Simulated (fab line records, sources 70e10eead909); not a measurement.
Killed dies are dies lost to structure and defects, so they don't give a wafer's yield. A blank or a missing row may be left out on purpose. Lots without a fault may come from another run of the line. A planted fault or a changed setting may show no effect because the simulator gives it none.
Which tool did it? | flow nand_harc | 24 lots, 72 wafers sampled, at 6 steps of a route of 1302

WHAT THE GAUGES READ, wafer by wafer
The record holds no reading of a measuring or inspecting step that can be judged against a usual standard deviation.

WHICH TOOL RAN EACH LOT (tool, then ch and the chambers of the sampled wafers, then the start)
lot  | NHARC_A_STAIRCASE_ALD_420        | NHARC_A_STAIRCASE_DEP_322       | NHARC_A_SGD_CUT_DEP_00          | NHARC_A_WL_FILL_CVD_03        | NHARC_A_WL_FILL_STRIP_29           | NHARC_A_WL_FILL_ETCHBACK_17
L075 | ald_hk-04 ch 2,3, day 17 20:56   | pecvd-01 ch 0,1,2, day 18 14:48 | pecvd-03 ch 1,2, day 19 14:56   | cvd_w-01 ch 1, day 20 20:24   | rie_diel-01 ch 0,2, day 21 12:02   | rie_metal-02 ch 0, day 21 12:08
L074 | ald_hk-02 ch 0,2,3, day 17 23:44 | pecvd-04 ch 0,1, day 18 14:47   | pecvd-02 ch 0,2, day 19 14:40   | cvd_w-02 ch 0,1, day 20 20:20 | rie_diel-10 ch 0,1,3, day 21 09:19 | rie_metal-01 ch 0,1, day 21 09:25
L076 | ald_hk-03 ch 0,1,2, day 18 06:30 | pecvd-04 ch 0,1,2, day 18 22:09 | pecvd-02 ch 0,1,2, day 19 23:24 | cvd_w-01 ch 0,1, day 21 03:29 | rie_diel-07 ch 1,2, day 21 15:22   | rie_metal-03 ch 0,1, day 21 15:31
L077 | ald_hk-02 ch 0,1,3, day 18 14:16 | pecvd-01 ch 1,2, day 19 06:08   | pecvd-03 ch 0,2, day 20 05:03   | cvd_w-02 ch 0,1, day 21 13:58 | rie_diel-10 ch 1,2,3, day 22 04:19 | rie_metal-01 ch 0,1, day 22 04:27
L078 | ald_hk-02 ch 2,3, day 19 21:56   | pecvd-04 ch 0,2, day 20 16:09   | pecvd-04 ch 0,1, day 21 17:05   | cvd_w-02 ch 1, day 22 21:30   | rie_diel-10 ch 0,2,3, day 23 09:38 | rie_metal-02 ch 0,1, day 23 09:45
L079 | ald_hk-04 ch 2,3, day 19 21:57   | pecvd-02 ch 0,1,2, day 20 16:08 | pecvd-02 ch 0,1,2, day 21 21:13 | cvd_w-02 ch 1, day 23 01:26   | rie_diel-07 ch 0,3, day 23 09:41   | rie_metal-03 ch 0, day 23 09:47
L080 | ald_hk-03 ch 0,1,3, day 20 11:38 | pecvd-01 ch 1,2, day 21 02:32   | pecvd-02 ch 1,2, day 22 03:36   | cvd_w-01 ch 0,1, day 23 14:13 | rie_diel-01 ch 0,1,3, day 24 01:33 | rie_metal-01 ch 1, day 24 01:38
L081 | ald_hk-03 ch 0,1,2, day 20 14:33 | pecvd-04 ch 0,1,2, day 21 06:21 | pecvd-02 ch 0,1,2, day 22 03:51 | cvd_w-01 ch 0,1, day 23 08:55 | rie_diel-10 ch 0,1,3, day 23 20:43 | rie_metal-02 ch 0,1, day 23 20:47
L082 | ald_hk-04 ch 0,3, day 20 14:34   | pecvd-02 ch 0,1, day 21 06:22   | pecvd-03 ch 0,1,2, day 22 04:59 | cvd_w-02 ch 0,1, day 23 13:32 | rie_diel-07 ch 1,2, day 24 00:46   | rie_metal-03 ch 0, day 24 00:51
L083 | ald_hk-04 ch 1,3, day 21 11:59   | pecvd-04 ch 0,1, day 22 03:26   | pecvd-03 ch 0,1, day 23 07:02   | cvd_w-02 ch 0,1, day 24 10:43 | rie_diel-01 ch 0,1,2, day 24 22:26 | rie_metal-03 ch 0,1, day 24 22:34
L086 | ald_hk-03 ch 0,1,3, day 21 17:31 | pecvd-02 ch 1,2, day 22 11:02   | pecvd-03 ch 0,1,2, day 23 09:44 | cvd_w-02 ch 0,1, day 24 12:39 | rie_diel-10 ch 1,2, day 24 22:33   | rie_metal-01 ch 0,1, day 24 22:38
L085 | ald_hk-04 ch 0,2,3, day 21 17:31 | pecvd-01 ch 0,1,2, day 22 10:48 | pecvd-02 ch 1,2, day 23 10:04   | cvd_w-02 ch 1, day 24 16:04   | rie_diel-07 ch 1,2,3, day 25 05:16 | rie_metal-02 ch 0,1, day 25 05:20
L084 | ald_hk-04 ch 0,1,3, day 21 21:32 | pecvd-04 ch 0,1,2, day 22 10:58 | pecvd-03 ch 1,2, day 23 10:58   | cvd_w-02 ch 0,1, day 24 16:22 | rie_diel-01 ch 0,1,3, day 25 05:22 | rie_metal-03 ch 0,1, day 25 05:26
L087 | ald_hk-04 ch 0,1, day 22 06:39   | pecvd-02 ch 0,1,2, day 23 00:41 | pecvd-04 ch 0,1,2, day 24 00:38 | cvd_w-01 ch 0,1, day 25 07:03 | rie_diel-07 ch 2,3, day 25 17:39   | rie_metal-01 ch 0,1, day 25 17:47
L089 | ald_hk-04 ch 0,2,3, day 23 18:12 | pecvd-04 ch 0,1,2, day 24 10:42 | pecvd-04 ch 0,1,2, day 25 14:20 | cvd_w-01 ch 0,1, day 26 21:33 | rie_diel-07 ch 0,2,3, day 27 05:59 | rie_metal-03 ch 0,1, day 27 06:04
L090 | ald_hk-04 ch 2,3, day 23 18:59   | pecvd-02 ch 0,2, day 24 10:46   | pecvd-03 ch 0,1,2, day 25 14:05 | cvd_w-01 ch 0,1, day 26 17:21 | rie_diel-10 ch 1,2, day 27 09:02   | rie_metal-01 ch 0,1, day 27 09:09
L088 | ald_hk-04 ch 0,1,2, day 23 20:14 | pecvd-01 ch 1,2, day 24 10:46   | pecvd-04 ch 0,1,2, day 25 17:16 | cvd_w-02 ch 0, day 26 17:33   | rie_diel-01 ch 2,3, day 27 05:58   | rie_metal-02 ch 0,1, day 27 06:02
L091 | ald_hk-04 ch 0,3, day 25 00:25   | pecvd-01 ch 0,2, day 25 20:20   | pecvd-02 ch 0,1,2, day 27 02:25 | cvd_w-02 ch 1, day 28 09:38   | rie_diel-01 ch 0,2,3, day 28 21:22 | rie_metal-01 ch 0,1, day 28 21:27
L093 | ald_hk-02 ch 0,1,3, day 25 08:36 | pecvd-02 ch 0,1,2, day 26 07:05 | pecvd-04 ch 0,2, day 27 07:23   | cvd_w-02 ch 0,1, day 28 20:38 | rie_diel-07 ch 0,1, day 29 07:15   | rie_metal-03 ch 0,1, day 29 07:20
L092 | ald_hk-02 ch 0,1,2, day 25 13:22 | pecvd-04 ch 1,2, day 26 07:05   | pecvd-03 ch 1,2, day 27 05:55   | cvd_w-02 ch 0,1, day 28 05:55 | rie_diel-10 ch 0,1, day 28 22:23   | rie_metal-02 ch 0,1, day 28 22:31
L094 | ald_hk-03 ch 0,1,3, day 25 19:13 | pecvd-04 ch 0,2, day 26 10:21   | pecvd-03 ch 0,2, day 27 13:43   | cvd_w-02 ch 0,1, day 28 20:57 | rie_diel-10 ch 1,3, day 29 10:18   | rie_metal-02 ch 0,1, day 29 10:23
L095 | ald_hk-04 ch 0,2,3, day 26 01:46 | pecvd-04 ch 0,2, day 26 18:41   | pecvd-02 ch 1,2, day 27 19:38   | cvd_w-02 ch 0,1, day 29 00:21 | rie_diel-01 ch 0,2,3, day 29 11:19 | rie_metal-01 ch 0,1, day 29 11:25
L097 | ald_hk-02 ch 0,1, day 26 14:17   | pecvd-01 ch 0,2, day 27 08:56   | pecvd-03 ch 1,2, day 28 11:56   | cvd_w-02 ch 1, day 29 14:36   | rie_diel-07 ch 0,2,3, day 30 02:40 | rie_metal-02 ch 0,1, day 30 02:46
L096 | ald_hk-02 ch 2,3, day 27 00:08   | pecvd-02 ch 0,2, day 27 18:06   | pecvd-03 ch 1,2, day 28 18:27   | cvd_w-02 ch 0,1, day 29 20:59 | rie_diel-01 ch 1,2, day 30 08:50   | rie_metal-01 ch 0,1, day 30 08:57
- NHARC_A_STAIRCASE_ALD_420: deposits SiO2, target thk 20 nm, pulse time 6 s, ald cycles 200.
- NHARC_A_STAIRCASE_DEP_322: deposits SiO2, target thk 7200 nm.
- NHARC_A_SGD_CUT_DEP_00: deposits SiNx, target thk 50 nm.
- NHARC_A_WL_FILL_CVD_03: deposits W, target thk 40 nm, time 279 s.
- NHARC_A_WL_FILL_STRIP_29: strips in O2, time 20 s.
- NHARC_A_WL_FILL_ETCHBACK_17: etches the open film in Cl2/BCl3, target depth 4 nm, time 26.7 s.

WHAT THE TOOLS THEMSELVES READ (means of the sampled wafers that have a number; where no wafer has one, the mark that the record gives instead)
NHARC_A_STAIRCASE_ALD_420.
lot  | tool      | heater_power_w (W) | precursor_pulse_height_rel
L075 | ald_hk-04 | 600                | 1.000
L074 | ald_hk-02 | 454                | 1.004
L076 | ald_hk-03 | 449                | 1.001
L077 | ald_hk-02 | 450                | 0.996
L078 | ald_hk-02 | 469                | 1.002
L079 | ald_hk-04 | 513                | 0.994
L080 | ald_hk-03 | 460                | 1.001
L081 | ald_hk-03 | 456                | 0.996
L082 | ald_hk-04 | 455                | 0.992
L083 | ald_hk-04 | 491                | 1.005
L086 | ald_hk-03 | 456                | 1.011
L085 | ald_hk-04 | 516                | 1.006
L084 | ald_hk-04 | 467                | 1.008
L087 | ald_hk-04 | 483                | 0.997
L089 | ald_hk-04 | 514                | 0.991
L090 | ald_hk-04 | 576                | 0.996
L088 | ald_hk-04 | 535                | 0.995
L091 | ald_hk-04 | 448                | 1.005
L093 | ald_hk-02 | 451                | 1.009
L092 | ald_hk-02 | 427                | 0.990
L094 | ald_hk-03 | 440                | 1.013
L095 | ald_hk-04 | 518                | 1.011
L097 | ald_hk-02 | 421                | 1.007
L096 | ald_hk-02 | 478                | 1.002

NHARC_A_STAIRCASE_DEP_322.
lot  | tool     | heater_power_w (W)
L075 | pecvd-01 | 648
L074 | pecvd-04 | 678
L076 | pecvd-04 | 689
L077 | pecvd-01 | 654
L078 | pecvd-04 | 819
L079 | pecvd-02 | 642
L080 | pecvd-01 | 625
L081 | pecvd-04 | 735
L082 | pecvd-02 | 684
L083 | pecvd-04 | 686
L086 | pecvd-02 | 662
L085 | pecvd-01 | 664
L084 | pecvd-04 | 704
L087 | pecvd-02 | 608
L089 | pecvd-04 | 799
L090 | pecvd-02 | 575
L088 | pecvd-01 | 659
L091 | pecvd-01 | 599
L093 | pecvd-02 | 698
L092 | pecvd-04 | 643
L094 | pecvd-04 | 778
L095 | pecvd-04 | 784
L097 | pecvd-01 | 636
L096 | pecvd-02 | 644

NHARC_A_SGD_CUT_DEP_00.
lot  | tool     | heater_power_w (W)
L075 | pecvd-03 | 603
L074 | pecvd-02 | 682
L076 | pecvd-02 | 707
L077 | pecvd-03 | 819
L078 | pecvd-04 | 765
L079 | pecvd-02 | 714
L080 | pecvd-02 | 782
L081 | pecvd-02 | 708
L082 | pecvd-03 | 704
L083 | pecvd-03 | 689
L086 | pecvd-03 | 722
L085 | pecvd-02 | 657
L084 | pecvd-03 | 677
L087 | pecvd-04 | 808
L089 | pecvd-04 | 753
L090 | pecvd-03 | 691
L088 | pecvd-04 | 785
L091 | pecvd-02 | 759
L093 | pecvd-04 | 850
L092 | pecvd-03 | 593
L094 | pecvd-03 | 824
L095 | pecvd-02 | 763
L097 | pecvd-03 | 706
L096 | pecvd-03 | 645

NHARC_A_WL_FILL_CVD_03.
lot  | tool     | heater_power_w (W) | mfc_ar_sccm (sccm) | mfc_wf6_sccm (sccm) | throttle_valve_pct (%)
L075 | cvd_w-01 | 543                | 1556               | 39.95               | 7.5
L074 | cvd_w-02 | 487                | 1559               | 39.93               | 8.3
L076 | cvd_w-01 | 518                | 1559               | 40.12               | 7.6
L077 | cvd_w-02 | 490                | 1560               | 40.01               | 8.3
L078 | cvd_w-02 | 491                | 1563               | 40.00               | 7.9
L079 | cvd_w-02 | 500                | 1565               | 39.90               | 8.0
L080 | cvd_w-01 | 507                | 1558               | 40.07               | 8.1
L081 | cvd_w-01 | 530                | 1558               | 40.11               | 7.7
L082 | cvd_w-02 | 487                | 1556               | 40.04               | 8.3
L083 | cvd_w-02 | 487                | 1562               | 40.06               | 8.2
L086 | cvd_w-02 | 482                | 1561               | 39.96               | 8.1
L085 | cvd_w-02 | 493                | 1558               | 39.95               | 8.0
L084 | cvd_w-02 | 482                | 1562               | 40.05               | 8.3
L087 | cvd_w-01 | 506                | 1558               | 40.06               | 7.7
L089 | cvd_w-01 | 514                | 1556               | 40.10               | 7.9
L090 | cvd_w-01 | 485                | 1560               | 40.12               | 7.9
L088 | cvd_w-02 | 488                | 1561               | 39.87               | 8.6
L091 | cvd_w-02 | 493                | 1552               | 40.03               | 8.1
L093 | cvd_w-02 | 488                | 1559               | 39.91               | 8.5
L092 | cvd_w-02 | 487                | 1558               | 39.99               | 8.2
L094 | cvd_w-02 | 491                | 1559               | 40.10               | 8.2
L095 | cvd_w-02 | 484                | 1562               | 40.09               | 8.2
L097 | cvd_w-02 | 495                | 1563               | 39.96               | 8.1
L096 | cvd_w-02 | 492                | 1558               | 40.17               | 8.3

NHARC_A_WL_FILL_STRIP_29.
lot  | tool        | drypump_motor_current_A (A) | mfc_ar_sccm (sccm) | oes_product_au (a.u.) | rf_vpp_V (V) | showerhead_plenum_p_Torr (Torr) | throttle_valve_pct (%)
L075 | rie_diel-01 | 5.3                         | 0.017              | 1.006                 | 58.1         | 3.52                            | 17.034
L074 | rie_diel-10 | 5.7                         | 0.000              | 1.007                 | 57.7         | 3.49                            | 17.040
L076 | rie_diel-07 | 6.0                         | 0.004              | 0.995                 | 57.3         | 3.47                            | 17.039
L077 | rie_diel-10 | 5.7                         | 0.000              | 0.995                 | 58.2         | 3.49                            | 17.037
L078 | rie_diel-10 | 5.9                         | 0.000              | 0.999                 | 57.3         | 3.58                            | 17.033
L079 | rie_diel-07 | 6.1                         | 0.006              | 1.009                 | 57.7         | 3.44                            | 17.039
L080 | rie_diel-01 | 5.2                         | 0.009              | 0.999                 | 57.6         | 3.40                            | 17.035
L081 | rie_diel-10 | 5.7                         | 0.000              | 1.001                 | 57.3         | 3.49                            | 17.034
L082 | rie_diel-07 | 6.0                         | 0.004              | 0.993                 | 57.8         | 3.47                            | 17.038
L083 | rie_diel-01 | 5.3                         | 0.009              | 0.996                 | 57.1         | 3.46                            | 17.031
L086 | rie_diel-10 | 5.4                         | 0.000              | 0.995                 | 57.8         | 3.49                            | 17.042
L085 | rie_diel-07 | 6.1                         | 0.004              | 0.998                 | 57.6         | 3.44                            | 17.036
L084 | rie_diel-01 | 5.2                         | 0.009              | 1.009                 | 57.6         | 3.40                            | 17.029
L087 | rie_diel-07 | 6.1                         | 0.000              | 1.003                 | 57.5         | 3.34                            | 17.040
L089 | rie_diel-07 | 5.9                         | 0.006              | 0.993                 | 58.0         | 3.46                            | 17.036
L090 | rie_diel-10 | 5.5                         | 0.000              | 0.990                 | 58.5         | 3.59                            | 17.043
L088 | rie_diel-01 | 5.6                         | 0.000              | 0.990                 | 58.4         | 3.52                            | 17.039
L091 | rie_diel-01 | 5.4                         | 0.009              | 0.991                 | 57.6         | 3.49                            | 17.041
L093 | rie_diel-07 | 6.3                         | 0.014              | 1.002                 | 58.0         | 3.63                            | 17.035
L092 | rie_diel-10 | 5.6                         | 0.000              | 1.013                 | 57.5         | 3.58                            | 17.035
L094 | rie_diel-10 | 5.6                         | 0.000              | 0.998                 | 57.6         | 3.40                            | 17.030
L095 | rie_diel-01 | 5.4                         | 0.009              | 0.994                 | 58.1         | 3.49                            | 17.032
L097 | rie_diel-07 | 5.9                         | 0.006              | 1.008                 | 57.8         | 3.46                            | 17.034
L096 | rie_diel-01 | 5.5                         | 0.000              | 0.995                 | 57.6         | 3.49                            | 17.044

NHARC_A_WL_FILL_ETCHBACK_17.
lot  | tool         | drypump_motor_current_A (A) | oes_product_au (a.u.)
L075 | rie_metal-02 | 5.85                        | 1.004
L074 | rie_metal-01 | 6.12                        | 0.996
L076 | rie_metal-03 | 5.87                        | 0.994
L077 | rie_metal-01 | 6.14                        | 0.992
L078 | rie_metal-02 | 5.76                        | 1.003
L079 | rie_metal-03 | 5.67                        | 1.024
L080 | rie_metal-01 | 5.91                        | 0.999
L081 | rie_metal-02 | 5.71                        | 1.013
L082 | rie_metal-03 | 5.66                        | 1.013
L083 | rie_metal-03 | 6.10                        | 0.997
L086 | rie_metal-01 | 6.13                        | 0.999
L085 | rie_metal-02 | 5.71                        | 1.017
L084 | rie_metal-03 | 6.09                        | 0.997
L087 | rie_metal-01 | 6.02                        | 0.995
L089 | rie_metal-03 | 6.09                        | 1.005
L090 | rie_metal-01 | 6.13                        | 0.995
L088 | rie_metal-02 | 5.72                        | 1.001
L091 | rie_metal-01 | 6.01                        | 1.007
L093 | rie_metal-03 | 5.88                        | 1.000
L092 | rie_metal-02 | 5.71                        | 0.996
L094 | rie_metal-02 | 5.78                        | 1.008
L095 | rie_metal-01 | 6.02                        | 0.998
L097 | rie_metal-02 | 5.77                        | 1.005
L096 | rie_metal-01 | 6.14                        | 1.000

THE ANSWER, worked out from the rows above alone
Rule: what is usual is taken from the lots themselves. Put in order of their means at a reading, lots are off if they are a third of the lots or fewer, leave a main group of 4 or more, and stand apart from it by a gap of 3 or more times the standard deviation of the main group's means; of several such gaps the widest counts. A main group whose means are all the same, to the digits that the tables above print for the reading, isn't used. A lot without any number at a reading at which 4 lots or more have one is off too. The other lots that the step has rows for count as sound. The gauges are gone through in route order, then the tools' own readings, and for those a lot's mean is taken as printed above. The first step at which some lot is off is used, and at that step the reading that is off furthest; a lot without a number counts as furthest.
No lot is off at any reading shown: from this, nothing can be told.

WHAT THE SIMULATOR HAD PUT IN
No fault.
